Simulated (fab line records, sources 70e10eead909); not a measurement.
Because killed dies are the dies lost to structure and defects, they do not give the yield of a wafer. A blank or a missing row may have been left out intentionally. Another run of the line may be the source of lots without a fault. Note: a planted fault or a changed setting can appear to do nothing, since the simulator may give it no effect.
The tool behind it: which one? + flow nand-harc + Sampling: 7 lots, 21 wafers, 4 of 1302 route steps

## WHAT EACH GAUGE READ, for each wafer
NHARC_END_SORT_01.
| lot  | measured     | on        | killed-at-array |
|------|--------------|-----------|-----------------|
| L973 | day 32 06:20 | prober-02 | 129 181 131     |

## TOOL THAT RAN EACH LOT (tool first, then ch and the chambers of the sampled wafers, then the start)
| lot  | NHARC_A_CONTACT_ALD_18              | NHARC_THIN_TSV_ETCH_15           | NHARC_THIN_TSV_PVD_51                   |
|------|-------------------------------------|----------------------------------|-----------------------------------------|
| L955 | ald-metal-04 ch 0,1, day 23 11:13   | rie-si-04 ch 0,1, day 24 17:42   | pvd-sputter-01, no start                |
| L958 | ald-metal-04 ch 1,2, day 24 10:49   | rie-si-04 ch 0,1,3, day 25 18:21 | pvd-sputter-03, no start                |
| L962 | ald-metal-04 ch 2,3, day 25 22:56   | rie-si-04 ch 1,2,3, day 27 06:06 | pvd-sputter-02, no start                |
| L966 | ald-metal-01 ch 0,1,2, day 26 11:34 | rie-si-04 ch 0,2,3, day 27 18:21 | pvd-sputter-03, no start                |
| L968 | ald-metal-01 ch 0,3, day 28 04:45   | rie-si-05 ch 0,3, day 29 13:53   | pvd-sputter-01, no start                |
| L973 | ald-metal-04 ch 2,3, day 30 00:59   | rie-si-05 ch 2,3, day 31 09:23   | pvd-sputter-02, day 32 06:20 or earlier |
| L976 | ald-metal-01 ch 0,1,2, day 31 17:54 | rie-si-01 ch 1,2,3, day 33 13:03 | pvd-sputter-03, no start                |
- NHARC_A_CONTACT_ALD_18: deposits TiN, target thk 3 nm, pulse time 1 s, ald cycles 150.
- NHARC_THIN_TSV_ETCH_15: target depth 3000 nm, bosch target overetch cycles 2, bosch etch step 2.8 s.
- NHARC_THIN_TSV_PVD_51: deposits Cu, target thk 100 nm.

## THE ANSWER, worked out from the rows above alone
Rule: what is usual is taken from the lots themselves. The widest of any qualifying gaps counts: lots, ordered by their means at a reading, are off when they make up no more than a third of the lots, leave a main group of 4 or more, and stand apart from it by 3 or more times the standard deviation of that group's means. A main group is skipped when, at the precision printed for the reading in the tables above, its means are all equal. A lot without any number at a reading at which 4 lots or more have one is off too. Where the step has rows for the other lots, those lots are counted as sound.
No lot is off on any of the readings shown, so nothing can be concluded from this.

## WHAT THE SIMULATOR HAD PUT IN
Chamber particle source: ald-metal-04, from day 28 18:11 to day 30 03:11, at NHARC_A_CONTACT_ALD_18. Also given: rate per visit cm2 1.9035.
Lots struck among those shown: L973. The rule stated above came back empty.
